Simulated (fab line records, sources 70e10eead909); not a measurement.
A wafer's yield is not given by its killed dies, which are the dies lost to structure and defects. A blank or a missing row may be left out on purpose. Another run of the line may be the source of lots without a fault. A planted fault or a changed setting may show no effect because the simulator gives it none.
fab line records	flow nand_harc
record: lots: 24	wafers: 72	last_day: 24
route steps=1159 shown A_WL_FILL@839 A_CONTACT@843
lots that met no fault: taken from a fault-free run of the same line
start_h: start of the lot's first displayed wafer, in hours after the record's first day	wait_h: hours from the lot's prior step to this one	" unchanged from the row above	L1.1+2: a single row standing in for several wafers	- no value present, or no start provided	* or withheld: withheld	< > ~ a bound
route shown NAME@n: NAME is a module with steps in the file, n the number in the route of the first one	usual: mean/standard deviation of fault-free wafers	same: alike in all rows	chamber/n: place in a boat	sites: per-site readings	_std_site: the values' standard deviation	_edge_site: mean of outer sites minus mean of inner sites	radius_mm: how far each site lies from the wafer's centre	mask NAME#n: copy n	behind: tool/chamber where the wafer was last shaped	hold: cause of the lot's hold/its duration in hours/its outcome	device: the transistor (n, p or np) that didn't switch	end of line: the route-end tests of the same wafers	where a step has no rows: the recipe by itself	killed: the dies lost at the first sort to structure and to defects; this is not the yield of the wafer	map: dies across one wafer; x = killed, . = not, _ = none there
set.NAME: the setting that was run; set.NAME@STEP: the one run at that earlier step	model.NAME: the simulator's own value behind a step, which no gauge read
a sample of lots followed through the steps of the route, with each step as a table and each wafer as a row
services: the hour from which a tool's chamber was out of use, counted from the record's first day as start_h (under 0 if before that day), plus the number of hours and why
== steps ==
step: NHARC_A_WL_FILL_INSPECT_15
usual: raw_defect_count: 374/120
lot.wafer	tool	chamber	start_h	wait_h	raw_defect_count
L074.2	defect_inspect-01	-	359.02	0.0	321
L074.4	"	-	"	"	262
L074.6	"	-	"	"	258
L075.1	defect_inspect-02	-	369.59	0.0	379
L075.3	"	-	"	"	379
L075.6	"	-	"	"	411
L076.2	defect_inspect-01	-	369.79	0.0	291
L076.3	"	-	"	"	290
L076.5	"	-	"	"	255
L077.1	defect_inspect-02	-	377.19	0.0	274
L077.3	"	-	"	"	486
L077.5	"	-	"	"	422
L078.3	defect_inspect-01	-	377.27	0.0	338
L078.5	"	-	"	"	249
L078.6	"	-	"	"	304
L079.1	defect_inspect-01	-	397.36	0.0	655
L079.2	"	-	"	"	518
L079.3	"	-	"	"	407
L080.1	defect_inspect-01	-	404.41	0.0	319
L080.5	"	-	"	"	319
L080.6	"	-	"	"	378
L081.4	defect_inspect-01	-	411.64	0.0	295
L081.5	"	-	"	"	305
L081.6	"	-	"	"	211
L082.3	defect_inspect-02	-	413.99	0.0	355
L082.4	"	-	"	"	393
L082.6	"	-	"	"	700
L083.2	defect_inspect-01	-	418.72	0.0	447
L083.3	"	-	"	"	374
L083.4	"	-	"	"	392
L085.1	defect_inspect-01	-	430.72	0.0	587
L085.3	"	-	"	"	402
L085.5	"	-	"	"	808
L086.1	defect_inspect-01	-	435.54	0.0	261
L086.3	"	-	"	"	262
L086.5	"	-	"	"	260
L087.2	defect_inspect-02	-	437.29	0.0	418
L087.3	"	-	"	"	549
L087.5	"	-	"	"	448
L089.3	defect_inspect-01	-	443.14	0.0	374
L089.4	"	-	"	"	408
L089.5	"	-	"	"	325
L084.2	defect_inspect-02	-	443.21	0.0	299
L084.3	"	-	"	"	266
L084.4	"	-	"	"	414
L088.1	defect_inspect-02	-	451.95	0.0	411
L088.3	"	-	"	"	501
L088.6	"	-	"	"	317
L090.1	defect_inspect-02	-	456.20	0.0	482
L090.2	"	-	"	"	475
L090.3	"	-	"	"	430
L091.4	defect_inspect-02	-	468.36	0.0	297
L091.5	"	-	"	"	414
L091.6	"	-	"	"	375
L093.2	defect_inspect-01	-	468.39	0.0	348
L093.3	"	-	"	"	365
L093.6	"	-	"	"	265
L094.1	defect_inspect-01	-	472.71	0.0	426
L094.3	"	-	"	"	488
L094.5	"	-	"	"	621
L092.1	defect_inspect-02	-	479.82	0.0	437
L092.2	"	-	"	"	382
L092.6	"	-	"	"	454
L097.2	defect_inspect-02	-	500.93	0.1	369
L097.3	"	-	"	"	293
L097.6	"	-	"	"	251
L095.2	defect_inspect-01	-	502.58	0.1	201
L095.3	"	-	"	"	297
L095.4	"	-	"	"	340
L096.1	defect_inspect-01	-	505.22	0.0	300
L096.3	"	-	"	"	326
L096.4	"	-	"	"	651
step: NHARC_A_CONTACT_DEP_29
recipe: target_thk_a: 700	target_thk_nm: 70	temp_c: 400	pressure_torr: 3.5	flow_sccm: 200	rf_w: 350	material: SiON
usual: heater_power_w: 785/58	rf_fwd_power_W: 348.2/1.1
lot.wafer	tool	chamber	start_h	wait_h	heater_power_w	rf_fwd_power_W
L074.2	pecvd-04	2	362.34	1.6	745	348.7
L074.4	"	1	"	"	822	346.9
L074.6	"	0	"	"	809	348.5
L075.3	pecvd-02	1	374.07	1.1	792	347.6
L075.1	"	2	"	"	795	346.8
L075.6	"	1	"	"	779	348.5
L076.2	pecvd-04	0	374.52	1.5	823	351.0
L076.3	"	2	"	"	729	349.3
L076.5	"	1	"	"	787	349.0
L078.3	pecvd-02	1	380.80	1.4	798	350.5
L078.6	"	0	"	"	750	347.7
L078.5	"	2	"	"	836	347.4
L077.1	pecvd-02	0	380.95	2.3	730	347.5
L077.3	"	2	"	"	844	345.9
L077.5	"	2	"	"	822	346.6
L079.3	pecvd-01	1	400.28	1.1	715	346.4
L079.2	"	2	"	"	872	349.3
L079.1	"	0	"	"	703	346.4
L080.1	pecvd-02	2	409.29	1.9	719	347.2
L080.6	"	1	"	"	761	349.6
L080.5	"	0	"	"	779	349.0
L081.4	pecvd-02	1	417.21	0.8	706	348.4
L081.6	"	2	"	"	804	349.1
L081.5	"	0	"	"	863	349.4
L082.3	pecvd-02	1	419.30	1.1	678	346.3
L082.6	"	1	"	"	710	347.1
L082.4	"	2	"	"	851	349.2
L083.3	pecvd-02	1	421.65	1.1	708	348.6
L083.2	"	2	"	"	843	347.1
L083.4	"	1	"	"	708	348.2
L085.1	pecvd-04	0	434.91	1.9	773	347.1
L085.3	"	2	"	"	731	348.2
L085.5	"	1	"	"	878	348.8
L086.1	pecvd-04	0	438.94	1.9	791	348.8
L086.3	"	1	"	"	874	349.9
L086.5	"	2	"	"	798	350.2
L087.2	pecvd-01	1	440.39	1.5	730	347.1
L087.3	"	0	"	"	781	348.6
L087.5	"	1	"	"	723	347.6
L089.3	pecvd-01	1	446.06	1.1	761	349.5
L089.5	"	0	"	"	638	348.6
L089.4	"	2	"	"	749	349.0
L084.2	pecvd-02	0	446.44	1.5	907	346.8
L084.3	"	1	"	"	746	347.6
L084.4	"	2	"	"	759	349.2
L088.1	pecvd-04	2	455.37	1.9	804	348.6
L088.3	"	0	"	"	801	349.5
L088.6	"	1	"	"	873	348.5
L090.2	pecvd-04	0	460.03	1.5	776	348.4
L090.1	"	1	"	"	874	350.2
L090.3	"	2	"	"	762	348.2
L091.6	pecvd-02	2	472.37	0.1	743	347.4
L091.5	"	0	"	"	871	348.5
L091.4	"	1	"	"	660	349.6
L093.3	pecvd-02	1	473.82	1.2	805	349.1
L093.2	"	0	"	"	856	347.6
L093.6	"	2	"	"	761	345.5
L094.3	pecvd-01	2	477.19	1.3	815	347.7
L094.1	"	0	"	"	787	348.0
L094.5	"	0	"	"	765	347.5
L092.1	pecvd-01	0	484.85	1.9	769	347.7
L092.2	"	2	"	"	811	350.1
L092.6	"	0	"	"	802	346.5
L097.3	pecvd-01	1	503.84	1.1	761	350.2
L097.2	"	0	"	"	682	346.6
L097.6	"	0	"	"	702	347.8
L095.3	pecvd-02	2	506.08	1.2	865	348.1
L095.2	"	0	"	"	849	347.6
L095.4	"	1	"	"	824	348.6
L096.1	pecvd-01	1	508.13	1.9	757	348.6
L096.3	"	2	"	"	733	348.7
L096.4	"	1	"	"	744	349.5
step: NHARC_A_CONTACT_CD_MEAS_42
recipe: target_cd_nm: 200	landing_energy_ev: 500
usual: cd_nm: 200.1/0.44
lot.wafer	tool	chamber	start_h	wait_h	cd_nm
L074.2	cd_sem-03	0	362.91	-	200.6
L074.4	"	0	"	"	200.3
L074.6	"	0	"	"	200.6
L075.1	cd_sem-03	0	374.79	-	200.3
L075.3	"	0	"	"	200.2
L075.6	"	0	"	"	200.0
L076.2	cd_sem-02	0	375.25	-	200.2
L076.3	"	0	"	"	200.6
L076.5	"	0	"	"	200.1
L078.3	cd_sem-02	0	381.50	-	199.3
L078.5	"	0	"	"	200.0
L078.6	"	0	"	"	199.4
L077.1	cd_sem-03	0	381.67	-	200.2
L077.3	"	0	"	"	199.4
L077.5	"	0	"	"	199.5
L079.1	cd_sem-01	0	400.88	-	200.4
L079.2	"	0	"	"	200.8
L079.3	"	0	"	"	200.7
L080.1	cd_sem-03	0	409.98	-	199.6
L080.5	"	0	"	"	200.6
L080.6	"	0	"	"	199.9
L081.4	cd_sem-03	0	417.85	-	199.9
L081.5	"	0	"	"	199.7
L081.6	"	0	"	"	199.9
L082.3	cd_sem-02	0	419.90	-	199.8
L082.4	"	0	"	"	200.0
L082.6	"	0	"	"	200.3
L083.2	cd_sem-03	0	422.37	-	199.4
L083.3	"	0	"	"	200.3
L083.4	"	0	"	"	200.1
L085.1	cd_sem-02	0	435.50	-	199.7
L085.3	"	0	"	"	200.2
L085.5	"	0	"	"	200.3
L086.1	cd_sem-03	0	439.66	-	200.5
L086.3	"	0	"	"	200.6
L086.5	"	0	"	"	199.7
L087.2	cd_sem-03	0	441.11	-	199.9
L087.3	"	0	"	"	199.7
L087.5	"	0	"	"	200.0
L089.3	cd_sem-02	0	446.76	-	199.5
L089.4	"	0	"	"	200.1
L089.5	"	0	"	"	200.3
L084.2	cd_sem-01	0	447.17	-	199.9
L084.3	"	0	"	"	199.6
L084.4	"	0	"	"	200.8
L088.1	cd_sem-01	0	456.09	-	199.9
L088.3	"	0	"	"	198.9
L088.6	"	0	"	"	199.5
L090.1	cd_sem-03	0	460.75	-	199.5
L090.2	"	0	"	"	200.4
L090.3	"	0	"	"	200.1
L091.4	cd_sem-01	0	473.02	-	200.4
L091.5	"	0	"	"	200.5
L091.6	"	0	"	"	200.8
L093.2	cd_sem-02	0	474.54	-	200.6
L093.3	"	0	"	"	200.5
L093.6	"	0	"	"	200.0
L094.1	cd_sem-03	0	477.88	-	200.3
L094.3	"	0	"	"	199.9
L094.5	"	0	"	"	200.4
L092.1	cd_sem-03	0	485.59	-	199.8
L092.2	"	0	"	"	199.6
L092.6	"	0	"	"	199.0
L097.2	cd_sem-02	0	504.60	-	200.2
L097.3	"	0	"	"	199.5
L097.6	"	0	"	"	200.3
L095.2	cd_sem-01	0	506.78	-	200.2
L095.3	"	0	"	"	199.8
L095.4	"	0	"	"	199.8
L096.1	cd_sem-02	0	508.82	-	200.3
L096.3	"	0	"	"	199.5
L096.4	"	0	"	"	200.5
step: NHARC_A_CONTACT_INSPECT_44
usual: raw_defect_count: 29/13
lot.wafer	tool	chamber	start_h	wait_h	raw_defect_count
L074.2	defect_inspect-02	-	363.03	0.0	12
L074.4	"	-	"	"	18
L074.6	"	-	"	"	22
L075.1	defect_inspect-02	-	374.92	0.0	27
L075.3	"	-	"	"	20
L075.6	"	-	"	"	22
L076.2	defect_inspect-01	-	375.38	0.0	20
L076.3	"	-	"	"	21
L076.5	"	-	"	"	17
L078.3	defect_inspect-01	-	381.64	0.0	27
L078.5	"	-	"	"	14
L078.6	"	-	"	"	21
L077.1	defect_inspect-01	-	381.79	0.0	18
L077.3	"	-	"	"	24
L077.5	"	-	"	"	9
L079.1	defect_inspect-01	-	401.00	0.0	38
L079.2	"	-	"	"	36
L079.3	"	-	"	"	32
L080.1	defect_inspect-01	-	410.10	0.0	35
L080.5	"	-	"	"	47
L080.6	"	-	"	"	28
L081.4	defect_inspect-02	-	417.97	0.0	14
L081.5	"	-	"	"	13
L081.6	"	-	"	"	10
L082.3	defect_inspect-02	-	420.02	0.0	54
L082.4	"	-	"	"	54
L082.6	"	-	"	"	43
L083.2	defect_inspect-01	-	422.49	0.0	17
L083.3	"	-	"	"	18
L083.4	"	-	"	"	10
L085.1	defect_inspect-02	-	435.63	0.0	30
L085.3	"	-	"	"	26
L085.5	"	-	"	"	31
L086.1	defect_inspect-02	-	439.78	0.0	23
L086.3	"	-	"	"	23
L086.5	"	-	"	"	27
L087.2	defect_inspect-02	-	441.24	0.0	58
L087.3	"	-	"	"	41
L087.5	"	-	"	"	33
L089.3	defect_inspect-01	-	446.88	0.0	48
L089.4	"	-	"	"	44
L089.5	"	-	"	"	43
L084.2	defect_inspect-02	-	447.30	0.0	29
L084.3	"	-	"	"	29
L084.4	"	-	"	"	32
L088.1	defect_inspect-01	-	456.22	0.0	8
L088.3	"	-	"	"	11
L088.6	"	-	"	"	9
L090.1	defect_inspect-02	-	460.88	0.0	33
L090.2	"	-	"	"	28
L090.3	"	-	"	"	29
L091.4	defect_inspect-02	-	473.13	0.0	34
L091.5	"	-	"	"	31
L091.6	"	-	"	"	33
L093.2	defect_inspect-01	-	474.67	0.0	33
L093.3	"	-	"	"	39
L093.6	"	-	"	"	37
L094.1	defect_inspect-01	-	478.01	0.0	35
L094.3	"	-	"	"	32
L094.5	"	-	"	"	26
L092.1	defect_inspect-02	-	485.73	0.0	64
L092.2	"	-	"	"	57
L092.6	"	-	"	"	59
L097.2	defect_inspect-02	-	504.72	0.0	33
L097.3	"	-	"	"	44
L097.6	"	-	"	"	43
L095.2	defect_inspect-02	-	506.90	0.0	12
L095.3	"	-	"	"	18
L095.4	"	-	"	"	14
L096.1	defect_inspect-01	-	508.94	0.0	44
L096.3	"	-	"	"	38
L096.4	"	-	"	"	44
step: NHARC_A_CONTACT_ETCH_123
recipe: source_w: withheld	pressure_mtorr: 20	bias_v: 400	time_s: 253	target_depth_a: 10900	ar_flow_sccm: withheld	c4f8_flow_sccm: 11.5	o2_flow_sccm: 7.2	chemistry: C4F8/O2/Ar
lot.wafer	tool	chamber	start_h	wait_h	rf_hours_counter_h
L074.2	har_cap_etch-02	0	366.55	0.2	8
L074.4	"	0	"	"	-
L074.6	"	0	"	"	-
L075.1	har_cap_etch-01	0	377.51	0.1	59
L075.3	"	0	"	"	-
L075.6	"	1	"	"	-
L076.2	har_cap_etch-02	1	378.33	0.1	11
L076.3	"	1	"	"	-
L076.5	"	1	"	"	-
L078.3	har_cap_etch-02	1	384.55	0.2	-
L078.5	"	1	"	"	-
L078.6	"	0	"	"	-
L077.1	har_cap_etch-03	0	384.97	0.1	88
L077.3	"	1	"	"	-
L077.5	"	1	"	"	-
L079.2	har_cap_etch-01	0	403.58	0.1	63
L079.1	"	1	"	"	63
L079.3	"	0	"	"	-
L080.1	har_cap_etch-03	0	412.76	0.1	92
L080.5	"	0	"	"	-
L080.6	"	1	"	"	-
L081.4	har_cap_etch-01	1	420.59	0.2	-
L081.5	"	1	"	"	-
L081.6	"	0	"	"	-
L082.4	har_cap_etch-03	0	422.65	0.2	-
L082.3	"	1	"	"	-
L082.6	"	0	"	"	-
L083.2	har_cap_etch-02	1	425.29	0.1	18
L083.3	"	0	"	"	-
L083.4	"	1	"	"	-
L085.1	har_cap_etch-01	1	438.16	0.1	68
L085.3	"	1	"	"	-
L085.5	"	0	"	"	-
L086.1	har_cap_etch-03	1	442.30	0.1	98
L086.3	"	1	"	"	-
L086.5	"	1	"	"	-
L087.2	har_cap_etch-01	0	443.78	0.1	70
L087.3	"	1	"	"	-
L087.5	"	0	"	"	-
L089.4	har_cap_etch-03	1	449.66	0.2	-
L089.3	"	0	"	"	-
L089.5	"	0	"	"	-
L084.2	har_cap_etch-01	0	449.92	0.1	71
L084.4	"	1	"	"	-
L084.3	"	0	"	"	-
L088.1	har_cap_etch-03	0	458.83	0.1	102
L088.3	"	0	"	"	-
L088.6	"	1	"	"	-
L090.2	har_cap_etch-02	1	463.42	0.1	26
L090.1	"	0	"	"	26
L090.3	"	1	"	"	-
L091.4	har_cap_etch-01	1	475.75	0.2	-
L091.5	"	1	"	"	-
L091.6	"	0	"	"	-
L093.2	har_cap_etch-03	1	477.35	0.1	105
L093.3	"	1	"	"	-
L093.6	"	1	"	"	-
L094.1	har_cap_etch-01	0	480.61	0.1	77
L094.3	"	0	"	"	-
L094.5	"	0	"	"	-
L092.2	har_cap_etch-01	1	488.26	0.1	79
L092.1	"	0	"	"	79
L092.6	"	1	"	"	-
L097.2	har_cap_etch-03	1	507.57	0.1	110
L097.3	"	1	"	"	-
L097.6	"	1	"	"	-
L095.2	har_cap_etch-02	0	509.75	0.1	32
L095.4	"	0	"	"	-
L095.3	"	1	"	"	-
L096.1	har_cap_etch-01	0	511.89	0.1	81
L096.4	"	1	"	"	-
L096.3	"	0	"	"	-
step: NHARC_A_CONTACT_ETCH_102
recipe: target_depth_a: 700	overetch_a: 70	time_s: 38.5	ion_energy_ev: 100	cf4_flow_sccm: 80	o2_flow_sccm: 20	ar_flow_sccm: 0	rf_w: 300	bias_w: 100	chemistry: CF4/O2
usual: drypump_motor_current_A: 5.6/0.5	oes_product_au: 0.997/0.0074	rf_fwd_power_W: 295.9/1.7	rf_vpp_V: 198.1/1.6	showerhead_plenum_p_Torr: 1.35/0.063	throttle_valve_pct: 13.397/0.0098
lot.wafer	tool	chamber	start_h	wait_h	drypump_motor_current_A	oes_product_au	rf_fwd_power_W	rf_hours_counter_h	rf_vpp_V	showerhead_plenum_p_Torr	throttle_valve_pct
L074.2	rie_diel-02	2	367.84	0.1	5.5	1.003	297.5	7	195.4	1.25	13.396
L074.4	"	0	"	"	6.3	0.997	299.1	7	199.0	1.41	13.400
L074.6	"	1	"	"	4.9	0.996	295.2	-	199.7	1.36	13.390
L075.3	rie_diel-02	0	378.62	0.1	6.3	0.999	297.8	11	199.6	1.41	13.402
L075.1	"	2	"	"	5.5	0.992	298.2	10	195.1	1.25	13.386
L075.6	"	0	"	"	6.3	1.007	297.5	-	199.0	1.41	13.397
L076.3	rie_diel-02	0	379.47	0.1	6.3	0.999	299.1	11	198.7	1.41	13.389
L076.2	"	3	"	"	5.8	0.981	296.1	11	200.0	1.39	13.393
L076.5	"	0	"	"	6.3	0.997	298.6	-	199.5	1.41	13.408
L078.3	rie_diel-11	3	385.67	0.1	5.9	1.012	296.6	2	198.4	1.42	13.387
L078.6	"	3	"	"	5.9	1.009	296.2	-	198.5	1.42	13.385
L078.5	"	0	"	"	5.1	1.001	296.6	-	200.7	1.45	13.385
L077.3	rie_diel-02	2	386.03	0.1	5.5	0.992	296.4	12	194.1	1.25	13.394
L077.1	"	3	"	"	5.8	0.994	293.9	13	198.5	1.39	13.386
L077.5	"	1	"	"	4.9	0.991	294.6	-	198.7	1.36	13.390
L079.3	rie_diel-02	0	404.71	0.1	6.3	0.998	298.7	15	199.2	1.41	13.386
L079.1	"	1	"	"	4.9	0.980	293.9	13	198.2	1.36	13.412
L079.2	"	2	"	"	5.5	0.997	296.8	14	194.5	1.25	13.391
L080.1	rie_diel-02	0	414.03	0.1	6.3	0.994	297.0	16	198.6	1.41	13.397
L080.5	"	1	"	"	4.9	0.989	294.8	-	198.6	1.36	13.397
L080.6	"	2	"	"	5.5	1.012	296.6	-	194.1	1.25	13.409
L081.4	rie_diel-12	0	421.72	0.1	5.7	0.991	291.5	9	196.9	1.32	13.399
L081.6	"	3	"	"	5.9	0.995	295.1	-	197.2	1.38	13.395
L081.5	"	0	"	"	5.7	0.999	291.7	-	196.9	1.32	13.397
L082.4	rie_diel-02	2	424.27	0.0	5.5	0.990	297.6	16	196.2	1.25	13.401
L082.3	"	1	"	"	4.9	0.985	294.6	15	199.3	1.36	13.394
L082.6	"	3	"	"	5.8	0.992	296.0	-	199.6	1.39	13.422
L083.2	rie_diel-11	2	426.48	0.2	4.8	1.006	295.6	21	199.8	1.39	13.395
L083.3	"	0	"	"	5.0	0.996	296.3	19	199.9	1.44	13.402
L083.4	"	1	"	"	6.4	0.996	295.4	22	196.9	1.26	13.397
L085.3	rie_diel-12	0	439.27	0.1	5.7	0.990	291.9	14	197.3	1.32	13.389
L085.1	"	1	"	"	5.0	0.995	298.3	15	196.7	1.26	13.386
L085.5	"	1	"	"	5.0	0.991	297.8	-	196.8	1.26	13.400
L086.3	rie_diel-02	1	443.73	0.1	4.9	0.997	293.4	19	197.1	1.36	13.402
L086.1	"	3	"	"	5.8	0.997	295.8	21	198.9	1.39	13.397
L086.5	"	0	"	"	6.3	0.989	297.4	-	198.4	1.41	13.390
L087.2	rie_diel-12	1	444.92	0.1	5.0	0.986	297.5	16	195.1	1.26	13.394
L087.3	"	3	"	"	6.0	0.996	296.7	18	197.8	1.37	13.415
L087.5	"	2	"	"	5.7	0.995	295.0	-	196.1	1.32	13.415
L089.4	rie_diel-02	1	450.71	0.1	4.9	0.995	292.6	22	196.7	1.36	13.397
L089.3	"	2	"	"	5.5	1.003	296.5	22	197.9	1.24	13.399
L089.5	"	3	"	"	5.8	0.988	296.3	-	199.9	1.39	13.398
L084.2	rie_diel-11	3	451.19	0.2	5.9	1.008	296.2	25	200.5	1.41	13.405
L084.3	"	0	"	"	5.1	1.007	295.3	28	200.3	1.44	13.408
L084.4	"	1	"	"	6.4	1.009	293.8	32	196.1	1.25	13.414
L088.1	rie_diel-02	3	459.89	0.1	5.8	1.001	294.6	25	198.6	1.39	13.387
L088.3	"	0	"	"	6.3	0.994	296.7	25	198.3	1.41	13.396
L088.6	"	3	"	"	5.8	1.001	294.1	-	199.1	1.39	13.398
L090.3	rie_diel-02	1	464.79	0.3	4.9	0.995	294.7	24	197.5	1.36	13.384
L090.1	"	2	"	"	5.5	0.989	296.8	26	194.8	1.24	13.401
L090.2	"	3	"	"	5.8	0.988	295.1	26	199.6	1.39	13.400
L091.4	rie_diel-02	1	476.96	0.1	4.9	0.988	295.4	27	198.5	1.36	13.401
L091.6	"	2	"	"	5.5	1.003	297.3	-	197.5	1.24	13.402
L091.5	"	3	"	"	5.8	0.989	294.9	-	199.0	1.39	13.398
L093.3	rie_diel-11	2	478.55	0.1	4.8	0.996	296.6	41	198.9	1.38	13.409
L093.2	"	0	"	"	5.1	1.004	295.9	40	199.4	1.44	13.405
L093.6	"	3	"	"	5.9	1.004	296.9	-	199.9	1.41	13.406
L094.3	rie_diel-11	1	481.73	0.1	6.4	1.004	294.9	44	196.8	1.25	13.387
L094.1	"	2	"	"	4.8	1.006	296.0	42	198.6	1.38	13.388
L094.5	"	1	"	"	6.4	0.995	295.4	-	195.9	1.25	13.417
L092.1	rie_diel-12	1	489.37	0.1	5.0	0.980	296.3	35	198.3	1.25	13.397
L092.2	"	2	"	"	5.7	0.999	295.7	37	196.6	1.32	13.401
L092.6	"	1	"	"	5.0	0.982	296.3	-	194.6	1.25	13.373
L097.3	rie_diel-11	3	508.69	0.1	5.9	1.010	296.6	43	200.0	1.41	13.391
L097.2	"	0	"	"	5.0	1.009	297.2	48	198.6	1.43	13.404
L097.6	"	3	"	"	5.9	1.002	295.7	-	199.1	1.41	13.410
L095.4	rie_diel-12	3	511.75	0.1	5.9	0.991	296.5	43	199.1	1.37	13.391
L095.3	"	0	"	"	5.7	0.997	291.3	45	198.1	1.31	13.389
L095.2	"	2	"	"	5.8	1.013	295.3	47	197.8	1.32	13.398
L096.3	rie_diel-12	3	513.55	0.2	5.9	1.004	296.0	44	199.6	1.37	13.408
L096.1	"	0	"	"	5.7	1.003	292.8	46	196.5	1.31	13.390
L096.4	"	2	"	"	5.8	1.011	294.8	48	197.8	1.32	13.388
== services ==
tool	chamber	start_h	hours	kind
rie_diel-02	1	359.95	6.9	repair
rie_diel-02	0	361.29	-	clean
rie_diel-02	2	361.29	-	clean
rie_diel-02	3	361.29	-	clean
rie_diel-11	2	363.14	3.9	repair
rie_diel-11	-	366.82	9.0	pm
pecvd-04	-	376.48	13.0	pm
rie_diel-12	-	379.69	9.0	pm
rie_diel-02	0	385.79	-	clean
rie_diel-02	1	385.79	-	clean
rie_diel-12	3	406.51	1.2	repair
pecvd-01	-	418.26	13.0	pm
har_cap_etch-02	-	418.51	0.6	repair
rie_diel-12	-	423.86	1.4	repair
har_cap_etch-01	-	434.52	0.1	repair
rie_diel-12	3	450.91	2.4	repair
pecvd-02	-	463.62	0.9	repair
pecvd-04	0	473.71	4.8	repair
pecvd-04	-	477.65	1.1	repair
rie_diel-02	2	490.18	1.7	repair
rie_diel-02	-	504.79	9.0	pm
rie_diel-12	3	504.83	5.6	repair
rie_diel-11	1	509.97	11.8	repair
har_cap_etch-03	-	512.78	0.4	repair
== key ==
fault none
